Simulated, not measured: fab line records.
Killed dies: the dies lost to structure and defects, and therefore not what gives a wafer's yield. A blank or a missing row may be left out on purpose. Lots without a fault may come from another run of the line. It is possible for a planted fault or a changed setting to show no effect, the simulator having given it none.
What tool caused it? + flow n5 finfet + Sampling: 24 lots, 72 wafers, 3 of 1938 route steps

WHAT THE GAUGES SHOWED, per wafer
N5_BEOL_M13_INSPECT_12: inspects for defects (macro).
| lot  | measured     | on                | raw defect count |
|------|--------------|-------------------|------------------|
| L074 | day 11 22:47 | defect inspect-02 | 1 1 3            |
| L079 | day 12 05:55 | defect inspect-01 | 3 2 0            |
| L077 | day 12 07:09 | defect inspect-02 | 1 1 1            |
| L076 | day 12 06:26 | defect inspect-02 | 6 3 2            |
| L075 | day 12 13:19 | defect inspect-01 | 2 3 2            |
| L078 | day 12 21:18 | defect inspect-02 | 0 4 1            |
| L080 | day 13 06:58 | defect inspect-01 | 0 2 2            |
| L081 | day 13 09:49 | defect inspect-02 | 2 1 3            |
| L082 | day 14 10:19 | defect inspect-02 | 4 0 3            |
| L085 | day 14 10:28 | defect inspect-02 | 2 3 2            |
| L084 | day 15 20:35 | defect inspect-02 | 4 2 1            |
| L086 | day 15 20:55 | defect inspect-02 | 0 5 1            |
| L089 | day 16 06:41 | defect inspect-02 | 1 2 0            |
| L083 | day 16 09:08 | defect inspect-02 | 3 2 2            |
| L088 | day 16 16:05 | defect inspect-02 | 2 2 3            |
| L087 | day 16 18:05 | defect inspect-02 | 2 2 2            |
| L090 | day 16 22:31 | defect inspect-02 | 1 4 0            |
| L093 | day 17 15:50 | defect inspect-01 | 3 1 3            |
| L092 | day 17 21:31 | defect inspect-02 | 0 2 3            |
| L094 | day 18 02:39 | defect inspect-01 | 0 0 1            |
| L091 | day 18 02:02 | defect inspect-01 | 2 2 1            |
| L097 | day 18 10:53 | defect inspect-01 | 3 3 0            |
| L095 | day 18 13:49 | defect inspect-01 | 0 2 0            |
| L096 | day 19 05:44 | defect inspect-01 | 2 2 1            |

WHAT TOOL EACH LOT RAN ON (gives the tool, then ch and the chambers of the sampled wafers, and finally the start)
| lot  | N5_BEOL_M11_ANNEAL_51            | N5_BEOL_M12_CMP_49            |
|------|----------------------------------|-------------------------------|
| L074 | rtp anneal-02 ch 0, day 11 16:48 | cmp-04 ch 0,1,3, day 11 21:50 |
| L079 | rtp anneal-01 ch 0, day 11 21:46 | cmp-02 ch 0,2, day 12 04:58   |
| L077 | rtp anneal-02 ch 0, day 11 23:26 | cmp-03 ch 0,3, day 12 06:05   |
| L076 | rtp anneal-01 ch 0, day 11 23:28 | cmp-03 ch 0,2,3, day 12 05:19 |
| L075 | rtp anneal-02 ch 0, day 12 06:04 | cmp-04 ch 0,3, day 12 12:19   |
| L078 | rtp anneal-01 ch 0, day 12 14:35 | cmp-04 ch 0,1,2, day 12 20:17 |
| L080 | rtp anneal-02 ch 0, day 12 23:32 | cmp-03 ch 2,3, day 13 05:59   |
| L081 | rtp anneal-01 ch 0, day 13 03:31 | cmp-03 ch 0,3, day 13 08:49   |
| L082 | rtp anneal-02 ch 0, day 14 04:16 | cmp-04 ch 0,3, day 14 09:08   |
| L085 | rtp anneal-02 ch 0, day 14 05:30 | cmp-02 ch 1,2,3, day 14 09:31 |
| L084 | rtp anneal-01 ch 0, day 15 14:36 | cmp-02 ch 1,3, day 15 19:28   |
| L086 | rtp anneal-01 ch 0, day 15 15:35 | cmp-02 ch 1,2,3, day 15 19:58 |
| L089 | rtp anneal-02 ch 0, day 15 22:00 | cmp-02 ch 0,2,3, day 16 05:42 |
| L083 | rtp anneal-01 ch 0, day 16 03:25 | cmp-02 ch 0,3, day 16 08:08   |
| L088 | rtp anneal-01 ch 0, day 16 08:07 | cmp-03 ch 0,2,3, day 16 15:05 |
| L087 | rtp anneal-01 ch 0, day 16 10:20 | cmp-03 ch 0,1,3, day 16 17:02 |
| L090 | rtp anneal-02 ch 0, day 16 15:07 | cmp-04 ch 1,2, day 16 21:25   |
| L093 | rtp anneal-02 ch 0, day 17 10:29 | cmp-04 ch 0,2, day 17 14:51   |
| L092 | rtp anneal-01 ch 0, day 17 13:14 | cmp-03 ch 1,2,3, day 17 20:25 |
| L094 | rtp anneal-01 ch 0, day 17 19:53 | cmp-04 ch 0,1,2, day 18 01:29 |
| L091 | rtp anneal-01 ch 0, day 17 20:20 | cmp-04 ch 2,3, day 18 00:58   |
| L097 | rtp anneal-01 ch 0, day 18 04:37 | cmp-02 ch 0,3, day 18 09:49   |
| L095 | rtp anneal-01 ch 0, day 18 06:03 | cmp-03 ch 1,2,3, day 18 12:54 |
| L096 | rtp anneal-02 ch 0, day 18 21:38 | cmp-02 ch 0,2,3, day 19 04:38 |
- N5_BEOL_M11_ANNEAL_51: time 90 s.
- N5_BEOL_M12_CMP_49: polishes, stops on SiOC, t overpolish 20.6 s, target thk 320 nm.

WHAT THE TOOLS THEMSELVES READ (means of the sampled wafers that have a number; where no wafer has one, the mark that the record gives instead)
N5_BEOL_M11_ANNEAL_51.
| lot  | tool          | wafer_temp_C_max |
|------|---------------|------------------|
| L074 | rtp anneal-02 | 226.1            |
| L079 | rtp anneal-01 | 225.9            |
| L077 | rtp anneal-02 | 226.4            |
| L076 | rtp anneal-01 | 225.9            |
| L075 | rtp anneal-02 | 226.0            |
| L078 | rtp anneal-01 | 226.0            |
| L080 | rtp anneal-02 | 227.0            |
| L081 | rtp anneal-01 | 225.9            |
| L082 | rtp anneal-02 | 226.0            |
| L085 | rtp anneal-02 | 226.2            |
| L084 | rtp anneal-01 | 225.8            |
| L086 | rtp anneal-01 | 225.7            |
| L089 | rtp anneal-02 | 226.4            |
| L083 | rtp anneal-01 | 225.7            |
| L088 | rtp anneal-01 | 225.8            |
| L087 | rtp anneal-01 | 225.7            |
| L090 | rtp anneal-02 | 226.4            |
| L093 | rtp anneal-02 | 226.1            |
| L092 | rtp anneal-01 | 225.8            |
| L094 | rtp anneal-01 | 225.9            |
| L091 | rtp anneal-01 | 225.8            |
| L097 | rtp anneal-01 | 226.1            |
| L095 | rtp anneal-01 | 225.9            |
| L096 | rtp anneal-02 | 226.3            |

N5_BEOL_M12_CMP_49.
| lot  | tool   | barrier field endpoint s (s) | head pressure psi (psi) | motor current A (A) | overpolish run s (s) |
|------|--------|------------------------------|-------------------------|---------------------|----------------------|
| L074 | cmp-04 | 30.4                         | 0.9998                  | 6.2                 | 20.593               |
| L079 | cmp-02 | 30.6                         | 0.9987                  | 5.9                 | 20.596               |
| L077 | cmp-03 | 30.6                         | 1.0012                  | 5.0                 | 20.602               |
| L076 | cmp-03 | 30.3                         | 1.0009                  | 5.9                 | 20.605               |
| L075 | cmp-04 | 29.3                         | 0.9994                  | 6.6                 | 20.598               |
| L078 | cmp-04 | 30.8                         | 0.9992                  | 5.9                 | 20.603               |
| L080 | cmp-03 | 30.6                         | 0.9993                  | 6.6                 | 20.607               |
| L081 | cmp-03 | 30.9                         | 1.0019                  | 5.6                 | 20.603               |
| L082 | cmp-04 | 30.2                         | 0.9998                  | 6.3                 | 20.602               |
| L085 | cmp-02 | 30.5                         | 1.0004                  | 6.0                 | 20.600               |
| L084 | cmp-02 | 30.3                         | 1.0012                  | 6.1                 | 20.602               |
| L086 | cmp-02 | 30.1                         | 1.0007                  | 6.0                 | 20.591               |
| L089 | cmp-02 | 30.0                         | 1.0000                  | 5.6                 | 20.604               |
| L083 | cmp-02 | 29.4                         | 1.0005                  | 5.5                 | 20.595               |
| L088 | cmp-03 | 30.2                         | 0.9992                  | 6.0                 | 20.611               |
| L087 | cmp-03 | 30.0                         | 1.0023                  | 5.4                 | 20.599               |
| L090 | cmp-04 | 30.0                         | 1.0003                  | 5.8                 | 20.602               |
| L093 | cmp-04 | 30.5                         | 0.9988                  | 6.5                 | 20.602               |
| L092 | cmp-03 | 29.6                         | 1.0006                  | 6.4                 | 20.602               |
| L094 | cmp-04 | 30.6                         | 1.0014                  | 6.0                 | 20.602               |
| L091 | cmp-04 | 29.2                         | 0.9987                  | 6.0                 | 20.609               |
| L097 | cmp-02 | 29.9                         | 0.9978                  | 5.6                 | 20.604               |
| L095 | cmp-03 | 30.0                         | 1.0004                  | 6.2                 | 20.606               |
| L096 | cmp-02 | 30.0                         | 0.9986                  | 5.6                 | 20.601               |

THE ANSWER, worked out from the rows above alone
Rule: the lots themselves supply what counts as usual. Put in order of their means at a reading, lots are off if they are a third of the lots or fewer, leave a main group of 4 or more, and stand apart from it by a gap of 3 or more times the standard deviation of the main group's means; of several such gaps the widest counts. The tables above print the reading to a certain number of digits; a main group whose means all agree to those digits is not used. A lot without any number at a reading at which 4 lots or more have one is off too. The other lots that the step has rows for count as sound. First the gauges in route order, then the tools' own readings, where a lot's mean is used as printed above. The first step at which some lot is off is used, and at that step the reading that is off furthest; a lot without a number counts as furthest.
None of the lots is off at any reading shown; this tells nothing.

WHAT WAS PUT IN BY THE SIMULATOR
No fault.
